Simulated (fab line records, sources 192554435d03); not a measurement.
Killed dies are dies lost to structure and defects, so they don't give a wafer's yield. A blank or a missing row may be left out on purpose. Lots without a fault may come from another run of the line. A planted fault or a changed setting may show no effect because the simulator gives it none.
fab line records | flow n5_finfet
record lots=7 wafers=21
route steps=1938 shown BEOL_M5@1154 BEOL_M6@1194 BEOL_M7@1268 BEOL_M8@1359
start_h: hours from the record's first day to the start of the lot's first wafer shown | wait_h: hours since the lot's step before | " the same as in the row above | L1.1+2: a row that stands for several wafers | - no value, or no start given | * or withheld: withheld | < > ~ a bound
route shown NAME@n: a module of which the file shows steps, and the number in the route of the first | usual: mean/standard deviation of fault-free wafers | same: alike in all rows | chamber/n: place in a boat | sites: the reading at each site | _std_site: their standard deviation | _edge_site: outer sites' mean less inner sites' | radius_mm: how far each site lies from the wafer's centre | mask NAME#n: copy n | behind: the tool/chamber that last shaped the wafer | hold: why the lot was held/for how many hours/how that ended | device: the transistor (n, p or np) that didn't switch | end of line: the same wafers' tests at the end of the route | a step without rows: its recipe alone | killed: dies lost to structure and defects at the first sort, not the wafer's yield | map: a wafer's dies, x killed, . not, _ none there
set.NAME: the setting as run; set.NAME@STEP: as run at that earlier step | model.NAME: the simulator's own value behind a step, which no gauge read
lots whose settings were changed on purpose; a table a step, a row a wafer
## steps
# step N5_BEOL_M5_ETCH_68
# recipe chemistry=N2/H2 target=SOC target_depth_a=800 overetch_a=160 mask_material=SiARC temp_c=40 time_s=120 ion_energy_ev=200 pressure_mtorr=30 source_w=840 bias_w=150 n2_flow_sccm=200 h2_flow_sccm=200
# usual rf_vpp_V=524.8/1.8
# columns lot.wafer tool chamber start_h wait_h set.bias_w rf_vpp_V
L074.1 rie_diel-01 0 167.50 0.0 150 522.4
L074.2 " 2 " " 167.6 560.1
L074.5 " 3 " " 167.6 560.8
L075.1 rie_diel-01 2 172.13 0.0 150 523.4
L075.2 " 0 " " 150 522.2
L075.6 " 1 " " 163 555.3
L079.4 rie_diel-05 1 192.85 0.0 150 524.7
L079.5 " 2 " " 150 525.6
L079.6 " 1 " " 150 525.6
L080.1 rie_diel-05 3 196.70 0.0 162.3 552.5
L080.4 " 1 " " 162.3 549.5
L080.5 " 3 " " 150 523.6
L085.1 rie_diel-05 3 230.47 0.0 150 526.1
L085.3 " 0 " " 150 526.7
L085.6 " 3 " " 150 525.3
L087.1 rie_diel-05 0 253.36 0.0 156.8 540.1
L087.3 " 3 " " 150 524.3
L087.5 " 2 " " 156.8 541.1
L096.1 rie_diel-04 2 304.45 0.0 150 525.3
L096.3 " 1 " " 134.4 491.6
L096.4 " 3 " " 134.4 489.1
# step N5_BEOL_M6_ILD_DEP_00
# recipe material=SiCOH_lowk target_thk_a=1797.5 temp_c=300 precursor=DEMS/porogen pressure_torr=5 rf_w=500 time_s=33.4
# columns lot.wafer tool chamber start_h wait_h set.time_s model.SiCOH_lowk_of_BEOL_M6_ILD_DEP_00.thk_nm
L074.1 pecvd-03 1 175.08 0.0 33.4 177.8
L074.2 " 2 " " 33.4 179
L074.5 " 0 " " 33.4 184
L075.1 pecvd-03 0 181.96 0.0 36.92 196.8
L075.2 " 1 " " 33.4 177.2
L075.6 " 2 " " 33.4 180.8
L079.4 pecvd-01 1 200.48 0.1 33.4 178
L079.5 " 1 " " 33.4 179.6
L079.6 " 2 " " 33.4 179.8
L080.1 pecvd-01 2 204.36 0.0 33.4 179.6
L080.4 " 2 " " 33.4 182.8
L080.5 " 0 " " 33.4 176.4
L085.1 pecvd-01 0 240.12 0.0 33.4 180
L085.3 " 1 " " 29.31 158
L085.6 " 0 " " 33.4 182.8
L087.1 pecvd-01 1 261.07 0.0 36.2 190.2
L087.3 " 0 " " 33.4 177
L087.5 " 0 " " 33.4 181.2
L096.1 pecvd-03 1 313.43 0.0 33.4 178.4
L096.3 " 1 " " 31.73 173.8
L096.4 " 0 " " 31.73 170.2
# step N5_BEOL_M6_CURE_74
# recipe temp_c=385 time_s=240 ambient=He/Ar material=SiCOH_lowk
# columns lot.wafer tool chamber start_h wait_h set.time_s@BEOL_M6_ILD_DEP_00 model.SiCOH_lowk_of_BEOL_M6_ILD_DEP_00.thk_nm
L074.1 uv_cure-01 0 175.14 0.0 33.4 153.2
L074.2 " 0 " " 33.4 154.2
L074.5 " 0 " " 33.4 158.8
L075.1 uv_cure-02 0 182.02 0.0 36.92 169.8
L075.2 " 0 " " 33.4 152.8
L075.6 " 0 " " 33.4 155.8
L079.4 uv_cure-02 1 200.79 0.3 33.4 153.4
L079.5 " 1 " " 33.4 154.8
L079.6 " 1 " " 33.4 155
L080.1 uv_cure-02 0 204.42 0.0 33.4 154.8
L080.4 " 0 " " 33.4 157.6
L080.5 " 0 " " 33.4 152
L085.1 uv_cure-02 1 240.18 0.0 33.4 155.2
L085.3 " 1 " " 29.31 136
L085.6 " 1 " " 33.4 157.6
L087.1 uv_cure-03 2 261.14 0.0 36.2 164.2
L087.3 " 2 " " 33.4 152.6
L087.5 " 2 " " 33.4 156.2
L096.1 uv_cure-01 2 313.52 0.1 33.4 153.8
L096.3 " 2 " " 31.73 149.8
L096.4 " 2 " " 31.73 146.8
# step N5_BEOL_M6_THK_MEAS_01
# recipe reads=SiCOH_lowk_of_BEOL_M6_ILD_DEP_00
# usual M6_ILD_THK=155.2/2.3
# columns lot.wafer tool chamber start_h wait_h set.time_s@BEOL_M6_ILD_DEP_00 M6_ILD_THK[nm]
L074.1 film_metro-01 - 175.66 0.4 33.4 153.3
L074.2 " - " " 33.4 154.3
L074.5 " - " " 33.4 158.8
L075.1 film_metro-01 - 182.53 0.4 36.92 169.8
L075.2 " - " " 33.4 152.9
L075.6 " - " " 33.4 155.9
L079.4 film_metro-02 - 201.06 0.2 33.4 153.4
L079.5 " - " " 33.4 154.8
L079.6 " - " " 33.4 155.0
L080.1 film_metro-01 - 204.93 0.4 33.4 154.8
L080.4 " - " " 33.4 157.6
L080.5 " - " " 33.4 152.2
L085.1 film_metro-02 - 241.18 0.8 33.4 155.2
L085.3 " - " " 29.31 136.1
L085.6 " - " " 33.4 157.6
L087.1 film_metro-02 - 261.65 0.4 36.2 164.1
L087.3 " - " " 33.4 152.6
L087.5 " - " " 33.4 156.1
L096.1 film_metro-02 - 314.03 0.4 33.4 153.7
L096.3 " - " " 31.73 150.0
L096.4 " - " " 31.73 146.7
# step N5_BEOL_M6_PECVD_70
# recipe material=SiO2 target_thk_a=200 temp_c=400 precursor=TEOS/O2 pressure_torr=5.5 rf_w=450 teos_flow_sccm=53.8 gas=O2 flow_sccm=3000 time_s=22.7
# columns lot.wafer tool chamber start_h wait_h set.temp_c model.SiO2_of_BEOL_M6_PECVD_70.thk_nm
L074.1 pecvd-03 1 175.69 0.0 386.2 21.2
L074.2 " 2 " " 400 19.4
L074.5 " 2 " " 386.2 21.6
L075.1 pecvd-04 0 182.57 0.0 400 19.8
L075.2 " 2 " " 412.7 17.8
L075.6 " 0 " " 412.7 18.6
L079.4+5 pecvd-03 0,2 201.12 0.1 400 19.8
L079.6 " 1 " " 400 20
L080.1 pecvd-04 2 204.97 0.0 394.2 20.6
L080.4 " 0 " " 400 20.4
L080.5 " 2 " " 394.2 21
L085.1 pecvd-01 2 241.21 0.0 400 19.6
L085.3+6 " 0,2 " " 400 20
L087.1 pecvd-04 2 261.69 0.0 400 20.2
L087.3 " 0 " " 400 20.6
L087.5 " 0 " " 400 21
L096.1 pecvd-04 1 314.07 0.0 409.6 17.4
L096.3 " 0 " " 400 20.2
L096.4 " 0 " " 400 20.4
# step N5_BEOL_M6_HM_DEP_02
# recipe material=TiN target_thk_a=200 temp_c=25 chamber_pressure_pa=0.49996
# step N5_BEOL_M6_COAT_59
# recipe resist=SOC temp_c=250 time_s=60 spin_rpm=1500 resist_thk_nm=100
# step N5_BEOL_M6_STRIP_80
# recipe chemistry=N2/H2 time_s=10 power_w=450 temp_c=40 pressure_mtorr=20 rf_frequency_hz=6e+07 bias_power_w=7 n2_flow_sccm=200 h2_flow_sccm=200
# step N5_BEOL_M6_HM_STRIP_39
# recipe chemistry=peroxide_tin_strip material=TiN target_depth_a=250 temp_c=50 time_s=158
# columns lot.wafer tool chamber start_h wait_h set.temp_c@BEOL_M6_PECVD_70 model.SiO2_of_BEOL_M6_PECVD_70.thk_nm
L074.1 wet_bench-02 7 180.03 0.0 386.2 21
L074.2 " 4 " " 400 19.2
L074.5 " 6 " " 386.2 21.4
L075.1 wet_bench-01 0 188.43 0.0 400 19.6
L075.2 " 2 " " 412.7 17.8
L075.6 " 4 " " 412.7 18.6
L079.4+5 wet_bench-02 1,7 204.36 0.0 400 19.6
L079.6 " 2 " " 400 20
L080.1 wet_bench-02 2 207.93 0.0 394.2 20.4
L080.4 " 6 " " 400 20.2
L080.5 " 0 " " 394.2 20.8
L085.1 wet_bench-02 0 245.17 0.0 400 19.4
L085.3+6 " 6,2 " " 400 19.8
L087.1 wet_bench-02 0 264.75 0.0 400 20
L087.3 " 4 " " 400 20.4
L087.5 " 1 " " 400 20.8
L096.1 wet_bench-01 0 317.95 0.0 409.6 17.2
L096.3 " 6 " " 400 20
L096.4 " 1 " " 400 20.2
# step N5_BEOL_M7_COAT_59
# recipe resist=SOC temp_c=250 time_s=60 spin_rpm=1500 resist_thk_nm=100
# columns lot.wafer tool chamber start_h wait_h set.spin_rpm model.SOC_of_BEOL_M7_COAT_59.thk_nm
L074.1 litho_track-05 0 184.58 0.1 1588 97.4
L074.2 " 0 " " 1588 97
L074.5 " 0 " " 1500 100.2
L075.1 litho_track-05 0 193.59 0.1 1500 99.8
L075.2 " 0 " " 1500 100.2
L075.6 " 0 " " 1412 103
L079.4 litho_track-05 0 209.92 0.1 1500 99.6
L079.5 " 0 " " 1500 100
L079.6 " 0 " " 1500 99.8
L080.1 litho_track-02 0 211.31 0.1 1500 100.6
L080.4 " 0 " " 1500 100
L080.5 " 0 " " 1500 100.2
L085.1 litho_track-02 0 249.51 0.1 1447 102.2
L085.3 " 0 " " 1500 100.4
L085.6 " 0 " " 1500 100.2
L087.1+3 litho_track-05 0 269.61 0.1 1500 99.6
L087.5 " 0 " " 1360 104.4
L096.1+3 litho_track-03 0 323.08 0.1 1500 100
L096.4 " 0 " " 1500 100.2
# step N5_BEOL_M7_COAT_60
# recipe resist=SiARC temp_c=220 time_s=60 spin_rpm=1500 resist_thk_nm=35
# step N5_BEOL_M7_COAT_05
# recipe resist=CAR-ArF spin_rpm=1500 resist_thk_nm=90
# step N5_BEOL_M7_DESCUM_16
# recipe chemistry=O2 time_s=7.9 source_power_w=50 bias_power_w=20 pressure_mtorr=20 rf_frequency_hz=2.712e+07 temp_c=40 resist=CAR-ArF o2_flow_sccm=225
# step N5_BEOL_M7_ETCH_61
# recipe chemistry=CF4 target=SiARC target_depth_a=455 mask_material=CAR-ArF time_s=75.8 ion_energy_ev=80 pressure_mtorr=40 source_w=545 bias_w=36 Ar_flow_sccm=100 cf4_flow_sccm=100 ends=cleared
# step N5_BEOL_M7_ETCH_62
# recipe chemistry=N2/H2 target=SOC target_depth_a=1100 overetch_a=220 mask_material=SiARC temp_c=40 time_s=165 ion_energy_ev=200 pressure_mtorr=30 source_w=840 bias_w=150 n2_flow_sccm=200 h2_flow_sccm=200
# columns lot.wafer tool chamber start_h wait_h set.spin_rpm@BEOL_M7_COAT_59 model.etch.depth_nm
L074.1 rie_diel-01 2 185.00 0.0 1588 97.46
L074.2 " 1 " " 1588 97.05
L074.5 " 0 " " 1500 100.2
L075.1 rie_diel-04 0 195.25 0.0 1500 99.71
L075.2 " 1 " " 1500 100.1
L075.6 " 3 " " 1412 103
L079.4 rie_diel-05 0 211.82 0.0 1500 99.55
L079.5 " 3 " " 1500 99.99
L079.6 " 0 " " 1500 99.86
L080.1 rie_diel-04 0 213.67 0.0 1500 100.5
L080.4 " 2 " " 1500 100
L080.5 " 0 " " 1500 100.2
L085.1 rie_diel-01 0 250.25 0.0 1447 102.3
L085.3 " 3 " " 1500 100.3
L085.6 " 3 " " 1500 100.1
L087.1 rie_diel-01 0 270.84 0.0 1500 99.64
L087.3 " 1 " " 1500 99.68
L087.5 " 2 " " 1360 104.5
L096.1 rie_diel-05 2 323.51 0.0 1500 100
L096.3 " 3 " " 1500 99.92
L096.4 " 3 " " 1500 100.2
# step N5_BEOL_M7_STRIP_68
# recipe chemistry=N2/H2 temp_c=40 n2_flow_sccm=200 h2_flow_sccm=200 rf_frequency_hz=6e+07
# step N5_BEOL_M7_STRIP_67
# recipe chemistry=CF4 resist=SiARC power_w=300 bias_power_w=75 pressure_mtorr=50 cf4_flow_sccm=150 rf_frequency_hz=6e+07
# step N5_BEOL_M7_HM_OPEN_17
# recipe chemistry=Cl2/BCl3 target_depth_a=200 overetch_a=60 target=TiN mask_material=SOC ion_energy_ev=150 pressure_mtorr=10 icp_w=1000 bias_w=126 Cl2_flow_sccm=53.25 bcl3_flow_sccm=21.75 Ar_flow_sccm=25
# columns lot.wafer tool chamber start_h wait_h set.spin_rpm@BEOL_M7_COAT_59 model.SOC_of_BEOL_M7_COAT_59.thk_nm
L074.1 rie_metal-01 0 185.19 0.0 1588 89.4
L074.2 " 1 " " 1588 89.2
L074.5 " 0 " " 1500 92
L075.1 rie_metal-01 0 195.44 0.0 1500 91.4
L075.2 " 1 " " 1500 92.2
L075.6 " 1 " " 1412 95
L079.4 rie_metal-01 1 212.04 0.1 1500 91.6
L079.5+6 " 0,1 " " 1500 91.8
L080.1 rie_metal-03 1 213.86 0.0 1500 92.4
L080.4 " 1 " " 1500 92.2
L080.5 " 0 " " 1500 92.6
L085.1 rie_metal-01 0 250.44 0.0 1447 94.2
L085.3+6 " 0,1 " " 1500 92.2
L087.1+3 rie_metal-02 0,1 271.03 0.0 1500 91.6
L087.5 " 1 " " 1360 96.4
L096.1 rie_metal-03 1 323.70 0.0 1500 92.2
L096.3 " 0 " " 1500 92.6
L096.4 " 1 " " 1500 92.4
# step N5_BEOL_M8_COAT_22
# recipe resist=CAR-EUV spin_rpm=1500 resist_thk_nm=30
# columns lot.wafer tool chamber start_h wait_h set.spin_rpm model.CAR-EUV_of_BEOL_M8_COAT_22.thk_nm
L074.1 litho_track-02 0 - - 1619 29
L074.2 " 0 " " 1500 30
L074.5 " 0 " " 1619 28.8
L075.1 litho_track-04 0 - - 1500 30
L075.2 " 0 " " 1500 30.2
L075.6 " 0 " " 1620 29
L079.4+5+6 litho_track-04 0 - - 1500 30.2
L080.1+4 litho_track-04 0 - - 1404 31
L080.5 " 0 " " 1500 30.2
L085.1+6 litho_track-04 0 - - 1500 30
L085.3 " 0 " " 1572 29.4
L087.1 litho_track-02 0 - - 1376 31.4
L087.3 " 0 " " 1500 30.2
L087.5 " 0 " " 1500 30
L096.1+3 litho_track-04 0 - - 1662 28.6
L096.4 " 0 " " 1500 30
# step N5_BEOL_M8_EXPOSE_25
# recipe mask_id=V7 na=0.33 source_shape=annular sigma_inner=0.4 sigma_outer=0.8 polarization=unpolarized target_cd_nm=40 dose_mj=42.5
# columns lot.wafer tool chamber start_h wait_h mask set.dose_mj
L074.1+5 euv_scanner-02 0 192.50 - V7#0 40.49
L074.2 " 0 " " V7#0 42.5
L075.1 euv_scanner-02 0 202.23 - V7#0 42.5
L075.2+6 " 0 " " V7#0 44.08
L079.4+5+6 euv_scanner-01 0 220.25 - V7#0 42.5
L080.1+4 euv_scanner-02 0 223.84 - V7#0 44.82
L080.5 " 0 " " V7#0 42.5
L085.1+3 euv_scanner-01 0 261.30 - V7#0 42.5
L085.6 " 0 " " V7#0 41.45
L087.1+3+5 euv_scanner-01 0 281.72 - V7#0 42.5
L096.1+3+4 euv_scanner-02 0 332.76 - V7#0 42.5
# step N5_BEOL_M8_PEB_26
# recipe peb_temp_c=100 peb_time_s=60 resist=CAR-EUV
# step N5_BEOL_M8_DEVELOP_27
# recipe develop_time_s=30 developer=TMAH resist=CAR-EUV rinse_liquid=surfactant_rinse dry=air_spin dev_temp_c=23
# step N5_BEOL_M8_CD_MEAS_28
# recipe target_cd_nm=40 landing_energy_ev=500 detector=se_inlens
# usual cd_nm=40.05/0.22
# columns lot.wafer tool chamber start_h wait_h set.dose_mj@BEOL_M8_EXPOSE_25 cd_nm
L074.1 cd_sem-01 0 192.63 - 40.49 38.92
L074.2 " 0 " " 42.5 40.17
L074.5 " 0 " " 40.49 38.93
L075.1 cd_sem-03 0 202.37 - 42.5 39.93
L075.2 " 0 " " 44.08 41.05
L075.6 " 0 " " 44.08 41.03
L079.4 cd_sem-02 0 220.37 - 42.5 39.46
L079.5 " 0 " " 42.5 39.97
L079.6 " 0 " " 42.5 40.25
L080.1 cd_sem-01 0 223.98 - 44.82 41.12
L080.4 " 0 " " 44.82 41.14
L080.5 " 0 " " 42.5 40.18
L085.1 cd_sem-03 0 261.43 - 42.5 40.03
L085.3 " 0 " " 42.5 40.10
L085.6 " 0 " " 41.45 39.43
L087.1 cd_sem-03 0 281.86 - 42.5 40.28
L087.3 " 0 " " 42.5 40.17
L087.5 " 0 " " 42.5 40.26
L096.1 cd_sem-03 0 332.90 - 42.5 39.89
L096.3 " 0 " " 42.5 39.82
L096.4 " 0 " " 42.5 39.93
# step N5_BEOL_M8_DESCUM_33
# recipe chemistry=O2 time_s=7 source_power_w=50 bias_power_w=20 pressure_mtorr=20 rf_frequency_hz=2.712e+07 temp_c=40 resist=CAR-EUV o2_flow_sccm=225
# columns lot.wafer tool chamber start_h wait_h set.dose_mj@BEOL_M8_EXPOSE_25 model.BEOL_M8.cd_nm
L074.1 rie_diel-03 2 192.76 0.0 40.49 38.8
L074.2 " 1 " " 42.5 40
L074.5 " 2 " " 40.49 39.2
L075.1 rie_diel-02 2 202.88 0.4 42.5 40
L075.2 " 1 " " 44.08 40.4
L075.6 " 0 " " 44.08 40.8
L079.4+6 rie_diel-02 2,0 220.49 0.0 42.5 39.8
L079.5 " 3 " " 42.5 40
L080.1 rie_diel-03 1 224.10 0.0 44.82 40.8
L080.4 " 3 " " 44.82 41.2
L080.5 " 1 " " 42.5 40.2
L085.1 rie_diel-02 1 261.60 0.1 42.5 39.8
L085.3 " 3 " " 42.5 40.2
L085.6 " 1 " " 41.45 39.4
L087.1 rie_diel-02 1 281.98 0.0 42.5 40
L087.3+5 " 3 " " 42.5 40.2
L096.1+4 rie_diel-03 2,3 333.29 0.3 42.5 40
L096.3 " 1 " " 42.5 39.6
# step N5_BEOL_M8_ETCH_72
# recipe chemistry=N2/H2 target=underlayer target_depth_a=65 mask_material=CAR-EUV time_s=5.2 ion_energy_ev=200 pressure_mtorr=30 source_w=840 bias_w=150 n2_flow_sccm=200 h2_flow_sccm=200 ends=cleared
# columns lot.wafer tool chamber start_h wait_h set.spin_rpm@BEOL_M8_COAT_22 set.dose_mj@BEOL_M8_EXPOSE_25 model.CAR-EUV_of_BEOL_M8_COAT_22.thk_nm model.BEOL_M8.cd_nm
L074.1 rie_diel-03 2 192.79 0.0 1619 40.49 19.4 39
L074.2 " 1 " " 1500 42.5 20.2 40
L074.5 " 2 " " 1619 40.49 19.4 39.2
L075.1 rie_diel-02 2 202.91 0.0 1500 42.5 20.4 40.2
L075.2 " 1 " " 1500 44.08 20.6 40.6
L075.6 " 0 " " 1620 44.08 19.2 41
L079.4+5 rie_diel-02 2,3 220.52 0.0 1500 42.5 20.6 40
L079.6 " 0 " " 1500 42.5 20.4 39.8
L080.1 rie_diel-03 1 224.13 0.0 1404 44.82 21.4 40.8
L080.4 " 3 " " 1404 44.82 21.4 41.2
L080.5 " 1 " " 1500 42.5 20.6 40
L085.1 rie_diel-02 1 261.63 0.0 1500 42.5 20.4 40
L085.3 " 3 " " 1572 42.5 19.8 40.4
L085.6 " 1 " " 1500 41.45 20.4 39.4
L087.1 rie_diel-02 1 282.01 0.0 1376 42.5 21.6 40
L087.3 " 3 " " 1500 42.5 20.4 40.2
L087.5 " 3 " " 1500 42.5 20.4 40.4
L096.1 rie_diel-03 2 333.32 0.0 1662 42.5 19.2 40
L096.3 " 1 " " 1662 42.5 19 39.6
L096.4 " 3 " " 1500 42.5 20.4 40
# step N5_BEOL_M8_ETCH_65
# recipe chemistry=CF4 target=SiARC target_depth_a=156 mask_material=CAR-EUV time_s=26 ion_energy_ev=80 pressure_mtorr=40 source_w=545 bias_w=36 Ar_flow_sccm=100 cf4_flow_sccm=100 ends=cleared
# columns lot.wafer tool chamber start_h wait_h set.dose_mj@BEOL_M8_EXPOSE_25 model.BEOL_M8.cd_nm
L074.1 rie_diel-03 2 192.81 0.0 40.49 39.2
L074.2 " 1 " " 42.5 40
L074.5 " 2 " " 40.49 39.4
L075.1 rie_diel-02 2 202.93 0.0 42.5 40.2
L075.2 " 1 " " 44.08 40.6
L075.6 " 0 " " 44.08 41
L079.4+5 rie_diel-02 2,3 220.54 0.0 42.5 40
L079.6 " 0 " " 42.5 39.8
L080.1 rie_diel-03 1 224.15 0.0 44.82 40.8
L080.4 " 3 " " 44.82 41
L080.5 " 1 " " 42.5 40
L085.1 rie_diel-02 1 261.65 0.0 42.5 40
L085.3 " 3 " " 42.5 40.4
L085.6 " 1 " " 41.45 39.4
L087.1 rie_diel-02 1 282.03 0.0 42.5 39.8
L087.3+5 " 3 " " 42.5 40.2
L096.1+4 rie_diel-03 2,3 333.34 0.0 42.5 40
L096.3 " 1 " " 42.5 39.6
## key
split step=N5_BEOL_M5_ETCH_68 setting=bias_w stated=150 by=wafer
response step=N5_BEOL_M5_ETCH_68 reading=rf_vpp_V change=+3.4 per=1% r=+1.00
split step=N5_BEOL_M6_ILD_DEP_00 setting=time_s stated=33.4 by=wafer
response step=N5_BEOL_M6_ILD_DEP_00 reading=model.SiCOH_lowk_of_BEOL_M6_ILD_DEP_00.thk_nm change=+1.68 per=1% r=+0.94
response step=N5_BEOL_M6_CURE_74 reading=model.SiCOH_lowk_of_BEOL_M6_ILD_DEP_00.thk_nm change=+1.47 per=1% r=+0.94
response step=N5_BEOL_M6_THK_MEAS_01 reading=M6_ILD_THK change=+1.46 per=1% r=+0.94
split step=N5_BEOL_M6_PECVD_70 setting=temp_c stated=400 by=wafer
response step=N5_BEOL_M6_PECVD_70 reading=model.SiO2_of_BEOL_M6_PECVD_70.thk_nm change=-0.654 per=1% r=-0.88
response step=N5_BEOL_M6_HM_STRIP_39 reading=model.SiO2_of_BEOL_M6_PECVD_70.thk_nm change=-0.633 per=1% r=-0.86
split step=N5_BEOL_M7_COAT_59 setting=spin_rpm stated=1500 by=wafer
response step=N5_BEOL_M7_COAT_59 reading=model.SOC_of_BEOL_M7_COAT_59.thk_nm change=-0.515 per=1% r=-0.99
response step=N5_BEOL_M7_ETCH_62 reading=model.etch.depth_nm change=-0.523 per=1% r=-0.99
response step=N5_BEOL_M7_HM_OPEN_17 reading=model.SOC_of_BEOL_M7_COAT_59.thk_nm change=-0.513 per=1% r=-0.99
split step=N5_BEOL_M8_COAT_22 setting=spin_rpm stated=1500 by=wafer
response step=N5_BEOL_M8_COAT_22 reading=model.CAR-EUV_of_BEOL_M8_COAT_22.thk_nm change=-0.137 per=1% r=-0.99
response step=N5_BEOL_M8_ETCH_72 reading=model.CAR-EUV_of_BEOL_M8_COAT_22.thk_nm change=-0.13 per=1% r=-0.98
split step=N5_BEOL_M8_EXPOSE_25 setting=dose_mj stated=42.5 by=wafer
response step=N5_BEOL_M8_CD_MEAS_28 reading=cd_nm change=+0.233 per=1% r=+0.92
response step=N5_BEOL_M8_DESCUM_33 reading=model.BEOL_M8.cd_nm change=+0.178 per=1% r=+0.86
response step=N5_BEOL_M8_ETCH_72 reading=model.BEOL_M8.cd_nm change=+0.193 per=1% r=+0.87
response step=N5_BEOL_M8_ETCH_65 reading=model.BEOL_M8.cd_nm change=+0.172 per=1% r=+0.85
